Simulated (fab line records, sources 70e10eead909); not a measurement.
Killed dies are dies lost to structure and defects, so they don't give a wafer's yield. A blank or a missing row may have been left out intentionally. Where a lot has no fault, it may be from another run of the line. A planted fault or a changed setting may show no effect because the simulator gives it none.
Matching of chambers | flow nandHarc | 4 sister chambers for NHARC_P_CONTACT_STRIP_28 on rieDiel-01
The step strips in O2. 14 wafers are shown with their chamber, then 7 later ones without.

EACH WAFER AND ITS CHAMBER
wafer  | chamber | showerheadPlenumPTorr (Torr) | drypumpMotorCurrentA (A) | rfVppV (V)
L081.1 | 2       | 3.30                         | 6.2                      | 57.0
L081.3 | 3       | 3.53                         | 5.9                      | 57.2
L081.5 | 2       | 3.30                         | 6.2                      | 57.4
L085.1 | 2       | 3.30                         | 6.2                      | 57.2
L085.2 | 3       | 3.53                         | 5.9                      | 56.9
L085.4 | 1       | 3.55                         | 5.3                      | 58.0
L089.3 | 0       | 3.59                         | 6.0                      | 57.6
L089.4 | 1       | 3.55                         | 5.2                      | 57.9
L089.6 | 0       | 3.59                         | 6.1                      | 59.3
L092.1 | 0       | 3.58                         | 6.1                      | 57.5
L092.4 | 3       | 3.52                         | 6.0                      | 57.5
L092.5 | 1       | 3.55                         | 5.3                      | 57.9
L093.2 | 2       | 3.30                         | 6.2                      | 56.8
L093.3 | 0       | 3.58                         | 6.1                      | 58.3

SIGNATURES, as means of the wafers listed above
reading               | chamber 0 | chamber 1 | chamber 2 | chamber 3 | scatter within a chamber
showerheadPlenumPTorr | 3.5850    | 3.5500    | 3.3000    | 3.5267    | 0.00408
drypumpMotorCurrentA  | 6.075     | 5.267     | 6.200     | 5.933     | 0.0456
rfVppV                | 58.175    | 57.933    | 57.100    | 57.200    | 0.495
Rule: a wafer's distance from a chamber is the root of the sum, over the readings, of the square of ((its reading less the chamber's mean) divided by the reading's scatter). If the next closest chamber is less than 2 further off than the closest, the wafer can't be placed; otherwise it belongs to the closest. The scatter is the square root of a quotient: the sum, over the shown wafers, of each reading's squared deviation from its chamber's mean, divided by wafers minus chambers.

WAFERS WITH NO CHAMBER GIVEN
wafer  | showerheadPlenumPTorr (Torr) | drypumpMotorCurrentA (A) | rfVppV (V)
L093.4 | 3.55                         | 5.3                      | 57.8
L095.1 | 3.55                         | 5.2                      | 57.2
L095.3 | 3.52                         | 5.9                      | 57.8
L095.6 | 3.55                         | 5.2                      | 59.3
L096.2 | 3.58                         | 6.1                      | 56.1
L096.4 | 3.30                         | 6.2                      | 57.4
L096.5 | 3.55                         | 5.3                      | 57.7

THE CHAMBER EACH PASSED THROUGH
wafer  | from the rows above | in truth
L093.4 | 1                   | 1
L095.1 | 1                   | 1
L095.3 | 3                   | 3
L095.6 | 1                   | 1
L096.2 | 0                   | 0
L096.4 | 2                   | 2
L096.5 | 1                   | 1
Placed correctly: 7 of 7. Left unplaced by these rows: 0. Number placed wrongly: 0.
